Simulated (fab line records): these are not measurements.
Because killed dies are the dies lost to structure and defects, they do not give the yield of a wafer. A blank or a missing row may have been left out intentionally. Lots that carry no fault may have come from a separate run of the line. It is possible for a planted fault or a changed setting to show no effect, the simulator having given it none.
Shared-tool check    flow nand-harc    11 lots, 33 wafers sampled

== THE REASON FOR OPENING IT ==
Flagged at NHARC_P_CONTACT_CD_MEAS_12: reading cd-nm, on 1 of 11 lots. Fault-free wafers read 90.1 nm, with a standard deviation of 0.83.
Rule: flag the lot when none of its wafers has a number, or when each of its wafers that has one lies beyond 4 standard deviations from that mean. As for the other lots, they are considered sound.

lot   measured      on         cd-nm (nm), wafer by wafer  flag
L178  day 6 07:26   cd-sem-01  90.9 90.2 90.3              
L179  day 6 08:17   cd-sem-02  90.4 89.1 89.2              
L180  day 7 02:38   cd-sem-02  91.4 90.0 90.5              
L183  day 8 04:49   cd-sem-02  89.4 89.5 90.5              
L185  day 8 17:31   cd-sem-03  90.7 89.8 90.5              
L184  day 8 20:20   cd-sem-01  90.2 90.8 90.9              
L186  day 9 09:34   cd-sem-02  90.1 90.8 90.7              
L187  day 9 15:47   cd-sem-02  90.4 89.6 88.4              
L188  day 10 09:59  cd-sem-01  90.8 90.8 91.0              
L192  day 11 20:22  cd-sem-02  79.9 79.0 79.8              FLAGGED
L201  day 15 07:12  cd-sem-03  90.9 90.4 91.3              
On average the flagged lots' numbers are 79.6 nm, which is -10.5 nm against the usual, or -13 standard deviations.

== LOT BY LOT: THE TOOL USED ==
2 process steps preceding the reading are held in the record, out of 1302 steps in the route. Each cell gives the tool, then ch followed by the chambers the sampled wafers passed through, then the start.
lot   flag     NHARC_P_GATE_STRIP_95                 NHARC_P_CONTACT_EXPOSE_09
L178           plasma-asher-02 ch 0,1, day 6 03:49   arfi-scanner-01 ch 0, day 6 07:17
L179           plasma-asher-01 ch 0,1, day 6 04:40   arfi-scanner-02 ch 0, day 6 08:09
L180           plasma-asher-01 ch 0,1, day 6 23:19   arfi-scanner-02 ch 0, day 7 02:29
L183           plasma-asher-02 ch 0,1, day 8 01:10   arfi-scanner-01 ch 0, day 8 04:40
L185           plasma-asher-01 ch 0,1, day 8 14:03   arfi-scanner-03 ch 0, day 8 17:22
L184           plasma-asher-01 ch 0,1, day 8 16:55   arfi-scanner-01 ch 0, day 8 20:11
L186           plasma-asher-02 ch 0,1, day 9 06:08   arfi-scanner-02 ch 0, day 9 09:26
L187           plasma-asher-02 ch 0,1, day 9 12:20   arfi-scanner-03 ch 0, day 9 15:39
L188           plasma-asher-02 ch 0,1, day 10 06:39  arfi-scanner-03 ch 0, day 10 09:51
L192  FLAGGED  plasma-asher-01 ch 0,1, day 11 17:04  arfi-scanner-01 ch 0, day 11 20:13
L201           plasma-asher-02 ch 0,1, day 15 03:39  arfi-scanner-02 ch 0, day 15 07:04
These steps, and what they do:
- NHARC_P_GATE_STRIP_95: strips in O2.
- NHARC_P_CONTACT_EXPOSE_09: exposes mask P CA, target cd 90 nm.
- NHARC_P_CONTACT_CD_MEAS_12: target cd 90 nm.

== FLAGGED OVER TOTAL, TOOL BY TOOL (the gauges that took the reading come last) ==
step                        tool             lots run  flagged  share of the flagged lots  sound lots run after its first flagged lot
NHARC_P_GATE_STRIP_95       plasma-asher-01  5         1        all                        0
NHARC_P_GATE_STRIP_95       plasma-asher-02  6         0        none                       -
NHARC_P_CONTACT_EXPOSE_09   arfi-scanner-01  4         1        all                        0
NHARC_P_CONTACT_EXPOSE_09   arfi-scanner-02  4         0        none                       -
NHARC_P_CONTACT_EXPOSE_09   arfi-scanner-03  3         0        none                       -
NHARC_P_CONTACT_CD_MEAS_12  cd-sem-01        3         0        none                       -
NHARC_P_CONTACT_CD_MEAS_12  cd-sem-02        6         1        all                        0
NHARC_P_CONTACT_CD_MEAS_12  cd-sem-03        2         0        none                       -

== WHAT THE TABLE PERMITS ==
Every flagged lot was run by 3 rows of the table: plasma-asher-01 at NHARC_P_GATE_STRIP_95, arfi-scanner-01 at NHARC_P_CONTACT_EXPOSE_09 and cd-sem-02 at NHARC_P_CONTACT_CD_MEAS_12.
- plasma-asher-01 at NHARC_P_GATE_STRIP_95 ran 5 lots, 1 of them flagged. A fault beginning between L184 (day 8 16:55), its last sound lot, and L192 (day 11 17:04), its first flagged one, fits the data.
- arfi-scanner-01 at NHARC_P_CONTACT_EXPOSE_09 ran 4 lots, 1 of them flagged. A fault beginning between L184 (day 8 20:11), its last sound lot, and L192 (day 11 20:13), its first flagged one, fits the data.
- cd-sem-02 at NHARC_P_CONTACT_CD_MEAS_12 ran 6 lots, 1 of them flagged. A fault beginning between L187 (day 9 15:47), its last sound lot, and L192 (day 11 20:22), its first flagged one, fits the data.
These 3 tools cannot be told apart by counting lots, since each of them fits a fault that started at some hour. More lots, or a look at what each step does to the wafer, might.

== WHAT WAS PUT IN BY THE SIMULATOR ==
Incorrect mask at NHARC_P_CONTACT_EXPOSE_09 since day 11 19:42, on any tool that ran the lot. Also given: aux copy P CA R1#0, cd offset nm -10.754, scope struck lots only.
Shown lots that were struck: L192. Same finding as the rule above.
